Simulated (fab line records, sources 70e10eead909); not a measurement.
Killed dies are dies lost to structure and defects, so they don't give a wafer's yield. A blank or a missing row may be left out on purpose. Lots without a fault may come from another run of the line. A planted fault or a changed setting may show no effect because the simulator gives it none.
fab line records | flow nand_harc
record lots=24 wafers=72 last_day=33
route steps=1302 shown A_CONTACT@1082 A_M0@1163 A_M1@1192 A_BONDPAD@1203
lots that met no fault: from a run of the same line without faults
start_h: hours from the record's first day to the start of the lot's first wafer shown | wait_h: hours since the lot's step before | " the same as in the row above | L1.1+2: a row that stands for several wafers | - no value, or no start given | * or withheld: withheld | < > ~ a bound
route shown NAME@n: a module of which the file shows steps, and the number in the route of the first | usual: mean/standard deviation of fault-free wafers | same: alike in all rows | chamber/n: place in a boat | sites: the reading at each site | _std_site: their standard deviation | _edge_site: outer sites' mean less inner sites' | radius_mm: how far each site lies from the wafer's centre | mask NAME#n: copy n | behind: the tool/chamber that last shaped the wafer | hold: why the lot was held/for how many hours/how that ended | device: the transistor (n, p or np) that didn't switch | end of line: the same wafers' tests at the end of the route | a step without rows: its recipe alone | killed: dies lost to structure and defects at the first sort, not the wafer's yield | map: a wafer's dies, x killed, . not, _ none there
set.NAME: the setting as run; set.NAME@STEP: as run at that earlier step | model.NAME: the simulator's own value behind a step, which no gauge read
steps of the route over a sample of lots; a table a step, a row a wafer
services: from which hour (start_h, from the record's first day; less than 0 if before it) a tool's chamber was out of use, for how many hours, and why
## steps
# step NHARC_A_CONTACT_ETCH_88
# recipe target_depth_a=390 over_etch_frac=0.3 time_s=65 ion_energy_ev=80 cf4_flow_sccm=150 ar_flow_sccm=0 rf_w=300 bias_w=100 chemistry=CF4
# usual drypump_motor_current_A=5.6/0.38 oes_product_au=1.002/0.01 rf_vpp_V=150.8/1 showerhead_plenum_p_Torr=1.74/0.054 throttle_valve_pct=13.283/0.0098
# columns lot.wafer tool chamber start_h wait_h drypump_motor_current_A oes_product_au rf_hours_counter_h rf_vpp_V showerhead_plenum_p_Torr throttle_valve_pct
L074.1 rie_diel-04 1 522.20 0.2 5.2 1.002 29 150.7 1.67 13.281
L074.2 " 2 " " 5.7 1.028 30 152.3 1.75 13.291
L074.6 " 1 " " 5.2 1.005 - 149.9 1.67 13.286
L075.2 rie_diel-04 2 524.05 0.1 5.7 1.016 31 150.9 1.75 13.287
L075.3 " 3 " " 5.7 1.000 27 150.8 1.76 13.283
L075.4 " 2 " " 5.7 1.016 - 151.5 1.75 13.277
L076.1 rie_diel-04 2 530.48 0.1 5.7 1.007 33 149.9 1.75 13.284
L076.2 " 3 " " 5.7 0.998 30 150.7 1.76 13.281
L076.5 " 2 " " 5.7 1.027 - 152.7 1.75 13.278
L077.2 rie_diel-04 3 532.02 0.1 5.7 1.005 31 151.1 1.76 13.277
L077.4 " 3 " " 5.7 0.998 - 149.9 1.76 13.281
L077.6 " 0 " " 5.5 1.006 - 151.9 1.72 13.277
L079.2 rie_diel-04 3 552.67 0.1 5.7 0.974 2 151.3 1.75 13.276
L079.1 " 0 " " 5.4 1.005 2 149.4 1.72 13.288
L079.5 " 0 " " 5.5 0.995 - 149.8 1.72 13.302
L078.3 rie_diel-04 1 554.29 0.1 5.2 0.996 2 149.5 1.67 13.282
L078.2 " 3 " " 5.7 0.985 2 151.6 1.75 13.268
L078.6 " 2 " " 5.7 1.011 - 150.6 1.75 13.307
L080.3 rie_diel-04 0 568.08 0.1 5.4 0.989 4 150.8 1.72 13.302
L080.5 " 0 " " 5.4 0.991 - 150.7 1.72 13.279
L080.6 " 1 " " 5.2 0.990 - 150.0 1.67 13.287
L081.1 rie_diel-04 1 571.47 0.1 5.2 1.000 5 150.5 1.67 13.282
L081.3 " 3 " " 5.7 0.993 5 152.2 1.75 13.284
L081.6 " 1 " " 5.2 0.997 - 151.0 1.67 13.274
L082.3 rie_diel-04 1 604.46 0.1 5.2 0.998 10 150.9 1.67 13.292
L082.1 " 2 " " 5.6 1.016 10 151.6 1.75 13.293
L082.5 " 1 " " 5.2 0.998 - 149.4 1.67 13.282
L084.3 rie_diel-11 1 605.99 0.1 6.3 0.989 55 151.2 1.73 13.285
L084.5 " 2 " " 5.3 1.005 - 150.0 1.69 13.277
L084.6 " 3 " " 6.2 0.985 - 153.1 1.88 13.288
L083.2 rie_diel-13 0 610.42 0.1 6.5 0.997 26 150.8 1.71 13.275
L083.1 " 1 " " 4.8 1.005 23 150.1 1.70 13.280
L083.5 " 0 " " 6.5 1.002 - 149.2 1.71 13.291
L085.3 rie_diel-04 1 619.86 0.1 5.2 0.996 11 149.1 1.67 13.289
L085.6 " 0 " " 5.5 0.995 - 150.6 1.72 13.259
L085.5 " 1 " " 5.2 0.995 - 149.4 1.67 13.271
L086.2 rie_diel-04 2 640.08 0.1 5.7 1.013 15 149.4 1.74 13.281
L086.3 " 0 " " 5.5 1.003 14 150.4 1.72 13.281
L086.6 " 2 " " 5.6 1.010 - 151.2 1.74 13.278
L089.3 rie_diel-13 1 645.74 0.1 4.7 1.000 35 149.2 1.70 13.274
L089.1 " 3 " " 5.2 1.001 45 152.3 1.88 13.277
L089.4 " 0 " " 6.5 1.010 - 152.7 1.71 13.292
L087.1 rie_diel-13 0 648.01 0.1 6.5 1.005 38 150.2 1.71 13.281
L087.5 " 3 " " 5.3 1.005 - 152.7 1.88 13.299
L087.6 " 0 " " 6.5 1.001 - 149.2 1.71 13.288
L088.4 rie_diel-04 0 659.99 0.1 5.5 0.987 17 151.1 1.72 13.288
L088.5 " 2 " " 5.7 1.016 - 149.4 1.74 13.280
L088.6 " 3 " " 5.7 0.983 - 150.4 1.75 13.285
L090.2 rie_diel-11 3 663.69 0.1 6.2 0.989 15 151.9 1.87 13.279
L090.3 " 0 " " 6.0 1.002 18 152.1 1.86 13.288
L090.6 " 2 " " 5.3 1.003 - 149.9 1.69 13.291
L091.2 rie_diel-04 2 690.92 0.1 5.7 1.017 23 152.2 1.74 13.286
L091.3 " 0 " " 5.5 1.001 23 150.8 1.72 13.284
L091.6 " 2 " " 5.6 1.017 - 153.0 1.74 13.293
L093.2 rie_diel-04 0 694.59 0.1 5.5 1.007 24 149.9 1.72 13.276
L093.3 " 1 " " 5.2 1.006 23 149.8 1.67 13.282
L093.5 " 0 " " 5.4 0.998 - 150.0 1.72 13.268
L092.1 rie_diel-04 3 696.55 0.1 5.7 0.995 26 151.0 1.75 13.275
L092.5 " 1 " " 5.2 0.990 - 149.9 1.67 13.306
L092.6 " 2 " " 5.7 1.009 - 150.6 1.74 13.287
L094.3 rie_diel-04 1 705.95 0.1 5.2 0.987 26 149.0 1.67 13.281
L094.1 " 2 " " 5.7 1.013 25 151.6 1.74 13.291
L094.6 " 3 " " 5.7 0.992 - 148.9 1.75 13.279
L095.1 rie_diel-11 2 728.48 0.1 5.3 0.997 35 150.1 1.68 13.285
L095.4 " 1 " " 6.3 0.998 - 150.6 1.72 13.285
L095.5 " 0 " " 6.0 1.008 - 153.6 1.85 13.265
L096.3 rie_diel-11 3 734.83 0.1 6.2 0.993 34 150.7 1.87 13.276
L096.1 " 0 " " 6.0 1.011 38 153.3 1.85 13.273
L096.4 " 1 " " 6.3 0.996 36 149.9 1.72 13.287
L097.4 rie_diel-04 0 745.52 0.1 5.4 0.999 3 150.9 1.72 13.297
L097.2 " 1 " " 5.2 0.991 3 149.1 1.67 13.276
L097.5 " 2 " " 5.7 1.006 - 151.5 1.74 13.289
# step NHARC_A_CONTACT_ETCH_136
# recipe source_w=withheld pressure_mtorr=20 bias_v=1200 time_s=311 target_depth_a=19120 ar_flow_sccm=withheld c4f8_flow_sccm=withheld o2_flow_sccm=withheld chemistry=C4F8/O2/Ar
# columns lot.wafer tool chamber start_h wait_h rf_hours_counter_h
L074.2 har_cap_etch-01 1 523.88 0.2 2
L074.1 " 0 " " 2
L074.6 " 0 " " -
L075.2 har_cap_etch-02 0 525.79 0.2 90
L075.3 " 1 " " -
L075.4 " 0 " " -
L076.1 har_cap_etch-03 1 532.17 0.2 51
L076.2 " 0 " " 51
L076.5 " 1 " " -
L077.2 har_cap_etch-03 0 533.79 0.2 52
L077.4 " 0 " " -
L077.6 " 0 " " -
L079.2 har_cap_etch-02 1 554.18 0.2 95
L079.1 " 0 " " 95
L079.5 " 0 " " -
L078.2 har_cap_etch-03 0 555.79 0.2 55
L078.3 " 1 " " -
L078.6 " 0 " " -
L080.3 har_cap_etch-01 0 569.84 0.2 -
L080.5 " 1 " " -
L080.6 " 0 " " -
L081.1 har_cap_etch-02 1 573.13 0.2 98
L081.3 " 0 " " -
L081.6 " 1 " " -
L082.1 har_cap_etch-01 0 605.97 0.2 16
L082.3 " 1 " " -
L082.5 " 0 " " -
L084.3 har_cap_etch-02 0 607.57 0.2 -
L084.6 " 0 " " -
L084.5 " 1 " " -
L083.2 har_cap_etch-01 1 611.94 0.2 17
L083.1 " 0 " " 17
L083.5 " 1 " " -
L085.3 har_cap_etch-03 1 621.50 0.2 -
L085.6 " 0 " " -
L085.5 " 1 " " -
L086.2 har_cap_etch-02 1 641.64 0.2 109
L086.3 " 1 " " -
L086.6 " 0 " " -
L089.1 har_cap_etch-02 0 647.44 0.2 110
L089.4 " 0 " " -
L089.3 " 1 " " -
L087.1 har_cap_etch-01 1 649.85 0.2 25
L087.5 " 1 " " -
L087.6 " 0 " " -
L088.4 har_cap_etch-01 1 661.78 0.3 -
L088.5 " 1 " " -
L088.6 " 0 " " -
L090.2 har_cap_etch-02 1 665.25 0.2 113
L090.3 " 0 " " -
L090.6 " 1 " " -
L091.2 har_cap_etch-02 0 692.43 0.2 119
L091.3 " 1 " " -
L091.6 " 0 " " -
L093.2 har_cap_etch-01 1 696.09 0.2 32
L093.3 " 0 " " -
L093.5 " 0 " " -
L092.1 har_cap_etch-02 1 698.09 0.2 120
L092.5 " 0 " " -
L092.6 " 1 " " -
L094.1 har_cap_etch-02 0 707.67 0.3 122
L094.3 " 1 " " -
L094.6 " 1 " " -
L095.1 har_cap_etch-02 1 730.19 0.2 125
L095.4 " 0 " " -
L095.5 " 0 " " -
L096.1 har_cap_etch-01 1 736.60 0.3 40
L096.4 " 1 " " -
L096.3 " 0 " " -
L097.2 har_cap_etch-01 1 747.11 0.2 42
L097.4 " 1 " " -
L097.5 " 0 " " -
# step NHARC_A_M0_THK_MEAS_24
# recipe thk_meas_gauge=xrf
# usual thk_nm=113.9/1.2
# columns lot.wafer tool chamber start_h wait_h thk_nm
L074.1 film_metro-02 - 535.28 - 113.5
L074.2 " - " " 114.8
L074.6 " - " " 113.9
L075.2 film_metro-02 - 537.07 - 114.9
L075.3 " - " " 114.6
L075.4 " - " " 114.8
L076.1 film_metro-02 - 544.34 - 116.5
L076.2 " - " " 115.0
L076.5 " - " " 114.6
L077.2 film_metro-01 - 545.41 - 115.3
L077.4 " - " " 113.8
L077.6 " - " " 112.7
L079.1 film_metro-01 - 565.66 - 113.3
L079.2 " - " " 113.0
L079.5 " - " " 113.9
L078.2 film_metro-01 - 567.61 - 115.2
L078.3 " - " " 116.1
L078.6 " - " " 112.5
L080.3 film_metro-01 - 581.02 - 112.8
L080.5 " - " " 112.9
L080.6 " - " " 114.8
L081.1 film_metro-02 - 584.17 - 114.9
L081.3 " - " " 116.1
L081.6 " - " " 116.5
L082.1 film_metro-01 - 617.24 - 113.9
L082.3 " - " " 114.4
L082.5 " - " " 112.5
L084.3 film_metro-01 - 618.60 - 112.1
L084.5 " - " " 116.7
L084.6 " - " " 113.8
L083.1 film_metro-01 - 623.07 - 114.2
L083.2 " - " " 115.8
L083.5 " - " " 113.4
L085.3 film_metro-02 - 632.22 - 113.1
L085.5 " - " " 114.8
L085.6 " - " " 112.8
L086.2 film_metro-02 - 652.62 - 111.8
L086.3 " - " " 111.0
L086.6 " - " " 112.9
L089.1 film_metro-01 - 658.48 - 112.8
L089.3 " - " " 113.1
L089.4 " - " " 114.9
L087.1 film_metro-02 - 660.98 - 114.0
L087.5 " - " " 112.1
L087.6 " - " " 112.5
L088.4 film_metro-02 - 674.36 - 114.5
L088.5 " - " " 113.5
L088.6 " - " " 114.1
L090.2 film_metro-01 - 676.41 - 112.0
L090.3 " - " " 113.7
L090.6 " - " " 114.2
L091.2 film_metro-01 - 704.27 - 113.5
L091.3 " - " " 113.4
L091.6 " - " " 112.2
L093.2 film_metro-02 - 707.96 - 114.4
L093.3 " - " " 115.6
L093.5 " - " " 114.1
L092.1 film_metro-02 - 708.99 - 113.9
L092.5 " - " " 113.9
L092.6 " - " " 113.5
L094.1 film_metro-02 - 719.19 - 115.6
L094.3 " - " " 113.8
L094.6 " - " " 114.6
L095.1 film_metro-01 - 741.30 - 111.9
L095.4 " - " " 114.3
L095.5 " - " " 113.8
L096.1 film_metro-02 - 748.28 - 113.0
L096.3 " - " " 113.5
L096.4 " - " " 114.6
L097.2 film_metro-02 - 758.38 - 113.7
L097.4 " - " " 112.4
L097.5 " - " " 114.4
# step NHARC_A_M0_PRE_CLEAN_31
# recipe time_s=12 temp_c=370 rf_power_w=300 gas=NH3
# usual heater_power_w=578/76
# columns lot.wafer tool chamber start_h wait_h heater_power_w
L074.1 pecvd-01 0 535.55 0.1 624
L074.2 " 2 " " 583
L074.6 " 0 " " 620
L075.2 pecvd-01 1 537.29 0.1 579
L075.3 " 0 " " 606
L075.4 " 2 " " 567
L076.2 pecvd-01 1 544.57 0.1 612
L076.1 " 0 " " 599
L076.5 " 0 " " 594
L077.2 pecvd-04 2 545.63 0.1 524
L077.4 " 2 " " 519
L077.6 " 1 " " 521
L079.1 pecvd-04 0 565.90 0.1 672
L079.2 " 1 " " 514
L079.5 " 2 " " 576
L078.3 pecvd-01 1 567.84 0.1 682
L078.2 " 2 " " 568
L078.6 " 2 " " 566
L080.3 pecvd-02 0 581.25 0.1 647
L080.6 " 2 " " 479
L080.5 " 1 " " 597
L081.1 pecvd-01 0 584.40 0.1 584
L081.3 " 2 " " 575
L081.6 " 0 " " 584
L082.3 pecvd-04 1 617.46 0.1 460
L082.1 " 2 " " 494
L082.5 " 0 " " 641
L084.3 pecvd-02 2 618.82 0.1 463
L084.5 " 2 " " 443
L084.6 " 0 " " 682
L083.1 pecvd-01 2 623.31 0.1 573
L083.2 " 0 " " 576
L083.5 " 2 " " 583
L085.3 pecvd-01 1 632.45 0.1 688
L085.5 " 1 " " 684
L085.6 " 2 " " 525
L086.2 pecvd-04 1 652.85 0.1 529
L086.3 " 2 " " 541
L086.6 " 2 " " 534
L089.3 pecvd-04 2 658.71 0.1 475
L089.1 " 0 " " 644
L089.4 " 0 " " 621
L087.1 pecvd-04 1 661.20 0.1 502
L087.5 " 2 " " 481
L087.6 " 0 " " 646
L088.5 pecvd-04 2 674.62 0.1 516
L088.4 " 0 " " 693
L088.6 " 1 " " 488
L090.3 pecvd-02 0 676.77 0.2 697
L090.2 " 1 " " 525
L090.6 " 0 " " 686
L091.2 pecvd-02 2 704.50 0.1 462
L091.3 " 1 " " 523
L091.6 " 2 " " 476
L093.3 pecvd-02 2 708.18 0.1 452
L093.2 " 1 " " 581
L093.5 " 2 " " 439
L092.1 pecvd-02 2 709.21 0.1 456
L092.6 " 0 " " 717
L092.5 " 1 " " 622
L094.1 pecvd-04 1 720.20 0.8 524
L094.3 " 0 " " 650
L094.6 " 1 " " 524
L095.1 pecvd-01 2 741.56 0.1 555
L095.4 " 0 " " 584
L095.5 " 1 " " 677
L096.3 pecvd-01 1 748.50 0.1 607
L096.1 " 0 " " 627
L096.4 " 2 " " 619
L097.2 pecvd-02 2 758.60 0.1 401
L097.4 " 0 " " 583
L097.5 " 1 " " 567
# step NHARC_A_M1_PVD_21
# recipe target_thk_a=300 chamber_pressure_pa=5 power_w=5000 substrate_temp_c=30 time_s=20.49 material=Cu
# usual throttle_valve_pct=30.1/0.99
# columns lot.wafer tool chamber start_h wait_h throttle_valve_pct
L074.2 pvd_sputter-01 - - - 29.3
L074.1 " - " " 30.7
L074.6 " - " " 32.4
L075.2 pvd_sputter-01 - - - 30.1
L075.4 " - " " 29.3
L075.3 " - " " 32.2
L076.1 pvd_sputter-02 - - - 30.3
L076.2 " - " " 30.4
L076.5 " - " " 30.3
L077.2 pvd_sputter-02 - - - 30.8
L077.4 " - " " 30.5
L077.6 " - " " 30.4
L079.2 pvd_sputter-03 - - - 30.2
L079.1 " - " " 29.3
L079.5 " - " " 30.2
L078.3 pvd_sputter-02 - - - 30.5
L078.2 " - " " 30.8
L078.6 " - " " 30.4
L080.3 pvd_sputter-03 - - - 29.4
L080.6 " - " " 29.7
L080.5 " - " " 29.5
L081.1 pvd_sputter-03 - - - 29.2
L081.3 " - " " 29.8
L081.6 " - " " 29.5
L082.3 pvd_sputter-02 - - - 30.7
L082.1 " - " " 30.3
L082.5 " - " " 30.8
L084.3 pvd_sputter-03 - - - 29.6
L084.6 " - " " 28.3
L084.5 " - " " 29.6
L083.1 pvd_sputter-02 - - - 30.7
L083.2 " - " " 30.3
L083.5 " - " " 30.7
L085.3 pvd_sputter-03 - - - 28.2
L085.5 " - " " 30.6
L085.6 " - " " 28.2
L086.2 pvd_sputter-02 - - - 30.9
L086.3 " - " " 30.9
L086.6 " - " " 31.5
L089.4 pvd_sputter-01 - - - 32.1
L089.3 " - " " 30.9
L089.1 " - " " 30.1
L087.1 pvd_sputter-03 - - - 30.4
L087.6 " - " " 29.2
L087.5 " - " " 29.7
L088.4 pvd_sputter-03 - - - 29.6
L088.6 " - " " 28.5
L088.5 " - " " 29.9
L090.2 pvd_sputter-03 - - - 29.4
L090.3 " - " " 30.4
L090.6 " - " " 29.4
L091.2 pvd_sputter-02 - - - 30.1
L091.3 " - " " 31.0
L091.6 " - " " 31.0
L093.2 pvd_sputter-01 - - - 31.2
L093.3 " - " " 32.1
L093.5 " - " " 31.0
L092.1 pvd_sputter-02 - - - 31.2
L092.5 " - " " 31.2
L092.6 " - " " 31.0
L094.3 pvd_sputter-03 - - - 28.6
L094.1 " - " " 29.8
L094.6 " - " " 28.7
L095.4 pvd_sputter-01 - - - 30.4
L095.1 " - " " 31.8
L095.5 " - " " 31.0
L096.3 pvd_sputter-01 - - - 28.6
L096.4 " - " " 31.8
L096.1 " - " " 31.4
L097.4 pvd_sputter-02 - - - 30.9
L097.2 " - " " 30.3
L097.5 " - " " 30.9
# step NHARC_A_BONDPAD_CMP_29
# recipe target_thk_nm=200 material=SiCN
# usual edge_zone_pressure_frac=1.000/0.0054 motor_current_A=12.1/1.3 slurry_flow_ml_min=150.0/0.49
# columns lot.wafer tool chamber start_h wait_h edge_zone_pressure_frac motor_current_A slurry_flow_ml_min
L074.2 cmp-04 0 541.59 - 0.995 12.6 150.3
L074.1 " 1 " " 1.010 11.5 149.7
L074.6 " 3 " " 0.996 14.1 150.1
L075.2 cmp-01 2 542.54 - 0.993 12.1 149.8
L075.4 " 3 " " 1.010 11.0 149.2
L075.3 " 1 " " 0.992 12.4 150.2
L076.2 cmp-03 2 549.66 - 0.988 12.4 149.5
L076.1 " 3 " " 1.002 13.0 150.3
L076.5 " 2 " " 0.994 12.4 149.4
L077.4 cmp-01 0 550.72 - 1.003 13.2 150.5
L077.2 " 2 " " 0.997 12.3 150.4
L077.6 " 0 " " 1.005 14.1 150.1
L079.2 cmp-03 1 571.12 - 1.002 9.6 149.7
L079.1 " 0 " " 1.002 12.7 150.4
L079.5 " 2 " " 0.995 12.0 150.4
L078.3 cmp-04 2 573.10 - 1.007 11.7 150.3
L078.2 " 3 " " 1.003 14.1 149.3
L078.6 " 2 " " 1.007 10.9 151.1
L080.3 cmp-04 3 586.85 - 1.003 15.0 150.6
L080.5 " 2 " " 1.006 11.5 150.2
L080.6 " 3 " " 0.994 15.2 150.5
L081.3 cmp-03 2 589.61 - 1.001 12.2 149.9
L081.1 " 0 " " 1.007 13.5 149.8
L081.6 " 1 " " 1.001 10.4 150.4
L082.3 cmp-04 2 622.69 - 0.995 11.4 149.9
L082.1 " 0 " " 0.994 12.1 149.7
L082.5 " 2 " " 0.998 11.5 150.2
L084.3 cmp-01 2 624.02 - 0.994 11.9 150.5
L084.5 " 2 " " 0.998 12.0 150.1
L084.6 " 3 " " 0.994 10.3 149.9
L083.2 cmp-03 2 628.51 - 1.003 12.2 150.4
L083.1 " 1 " " 1.002 9.7 150.3
L083.5 " 3 " " 0.998 13.6 150.1
L085.3 cmp-04 1 637.76 - 1.009 11.1 149.6
L085.5 " 2 " " 1.001 11.1 150.2
L085.6 " 3 " " 1.005 14.4 149.3
L086.2 cmp-03 0 658.06 - 1.002 14.1 151.0
L086.3 " 1 " " 0.992 9.9 150.4
L086.6 " 1 " " 1.001 9.8 149.2
L089.3 cmp-03 2 663.77 - 1.003 12.0 150.5
L089.1 " 0 " " 0.994 12.9 148.8
L089.4 " 1 " " 1.005 9.7 150.1
L087.1 cmp-04 3 666.44 - 1.013 14.0 150.4
L087.5 " 1 " " 1.006 11.9 150.0
L087.6 " 2 " " 0.990 10.9 150.1
L088.4 cmp-04 1 679.91 - 1.003 11.0 150.4
L088.6 " 2 " " 0.993 11.0 149.9
L088.5 " 3 " " 0.996 14.6 150.4
L090.2 cmp-03 1 681.91 - 0.997 9.9 149.0
L090.3 " 2 " " 1.006 12.2 151.2
L090.6 " 0 " " 0.998 13.2 149.8
L091.2 cmp-04 1 709.88 - 0.998 10.9 149.8
L091.3 " 0 " " 0.995 12.3 150.5
L091.6 " 2 " " 0.998 11.7 149.6
L093.2 cmp-03 2 713.42 - 0.990 12.0 149.8
L093.3 " 3 " " 1.000 13.5 150.1
L093.5 " 3 " " 0.998 13.3 149.7
L092.1 cmp-01 1 714.42 - 1.009 12.1 149.4
L092.6 " 1 " " 0.999 11.9 149.5
L092.5 " 2 " " 1.006 12.6 150.3
L094.3 cmp-01 3 725.34 - 1.000 10.4 149.6
L094.1 " 1 " " 0.994 12.2 149.4
L094.6 " 3 " " 0.992 10.6 150.1
L095.4 cmp-01 0 746.97 - 0.999 13.4 150.3
L095.1 " 1 " " 1.004 12.6 151.1
L095.5 " 2 " " 1.002 11.7 150.2
L096.4 cmp-03 1 753.67 - 1.001 10.3 148.3
L096.1 " 2 " " 0.994 11.9 149.3
L096.3 " 3 " " 1.000 13.1 149.9
L097.4 cmp-03 0 763.97 - 1.003 13.5 149.7
L097.2 " 3 " " 1.012 13.1 150.5
L097.5 " 1 " " 1.002 10.2 150.7
## services
# columns tool chamber start_h hours kind
har_cap_etch-01 - 499.38 17.0 pm
cmp-04 - 503.24 4.0 pm
rie_diel-04 - 516.83 0.2 repair
pecvd-01 - 521.55 1.8 repair
cmp-03 - 521.84 0.3 repair
pecvd-01 - 525.54 0.4 repair
pvd_sputter-03 - 531.37 10.0 pm
har_cap_etch-02 - 544.62 0.4 repair
rie_diel-04 0 592.26 5.9 repair
cmp-03 - 593.61 4.0 pm
rie_diel-04 - 606.46 0.9 repair
pvd_sputter-02 - 638.02 10.0 pm
pvd_sputter-02 - 658.04 2.0 repair
pecvd-01 - 673.32 13.0 pm
cmp-03 - 691.61 4.0 pm
pvd_sputter-02 - 695.14 5.3 repair
pecvd-01 - 701.79 2.9 repair
pecvd-01 1 706.39 13.9 repair
rie_diel-04 - 709.19 9.0 pm
pvd_sputter-03 - 709.37 10.0 pm
cmp-03 - 716.48 3.0 repair
rie_diel-04 - 739.98 1.1 repair
rie_diel-04 2 750.79 8.5 repair
har_cap_etch-02 - 754.00 17.0 pm
## key
fault none
